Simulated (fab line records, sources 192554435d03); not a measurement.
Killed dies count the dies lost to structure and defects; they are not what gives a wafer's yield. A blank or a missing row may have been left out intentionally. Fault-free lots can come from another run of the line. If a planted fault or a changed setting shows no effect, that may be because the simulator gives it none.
Chamber matching / flow n5_finfet / N5_BEOL_M11_ALD_74 on ald_metal-03 has 4 sister chambers
The step deposits TaN, target thk 2 nm, pulse time 2 s, purge time 3 s. 8 wafers are shown with their chamber, then 7 later ones without.

WAFERS PAIRED WITH THEIR CHAMBERS
wafer=L074.4; chamber=2; heater_power_w (W)=368; precursor_vessel_pressure_torr (Torr)=26.33
wafer=L077.5; chamber=1; heater_power_w (W)=387; precursor_vessel_pressure_torr (Torr)=26.23
wafer=L083.3; chamber=3; heater_power_w (W)=470; precursor_vessel_pressure_torr (Torr)=26.21
wafer=L083.6; chamber=1; heater_power_w (W)=377; precursor_vessel_pressure_torr (Torr)=26.21
wafer=L085.3; chamber=3; heater_power_w (W)=469; precursor_vessel_pressure_torr (Torr)=26.23
wafer=L085.6; chamber=0; heater_power_w (W)=438; precursor_vessel_pressure_torr (Torr)=26.23
wafer=L087.2; chamber=2; heater_power_w (W)=354; precursor_vessel_pressure_torr (Torr)=26.22
wafer=L087.4; chamber=0; heater_power_w (W)=435; precursor_vessel_pressure_torr (Torr)=26.17

WAFERS WITHOUT THEIR CHAMBER
wafer=L087.6; heater_power_w (W)=393; precursor_vessel_pressure_torr (Torr)=26.25
wafer=L091.3; heater_power_w (W)=378; precursor_vessel_pressure_torr (Torr)=26.19
wafer=L091.4; heater_power_w (W)=431; precursor_vessel_pressure_torr (Torr)=26.26
wafer=L091.6; heater_power_w (W)=431; precursor_vessel_pressure_torr (Torr)=26.25
wafer=L092.1; heater_power_w (W)=467; precursor_vessel_pressure_torr (Torr)=26.16
wafer=L092.3; heater_power_w (W)=367; precursor_vessel_pressure_torr (Torr)=26.29
wafer=L092.4; heater_power_w (W)=380; precursor_vessel_pressure_torr (Torr)=26.16

THE CHAMBER EACH PASSED THROUGH
wafer=L087.6; from the rows above=1; in truth=1
wafer=L091.3; from the rows above=1; in truth=1
wafer=L091.4; from the rows above=0; in truth=0
wafer=L091.6; from the rows above=0; in truth=0
wafer=L092.1; from the rows above=3; in truth=3
wafer=L092.3; from the rows above=can't be placed: 2 or 1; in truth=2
wafer=L092.4; from the rows above=1; in truth=1
Placed correctly: 6 of 7. Can't be placed from these rows: 1 (the true chamber is among the candidates in 1). Placed wrongly: 0.
How it was worked out, from the rows above alone: a wafer's distance from a chamber is the root of the sum, over the readings, of the square of ((its reading less the chamber's mean) divided by the reading's scatter). The wafer belongs to the nearest chamber; if the next one is less than 2 further off, it can't be placed. The mean given for a chamber averages the wafers shown for that chamber. The scatter is the square root of a quotient: the sum, over the shown wafers, of each reading's squared deviation from its chamber's mean, divided by wafers minus chambers.
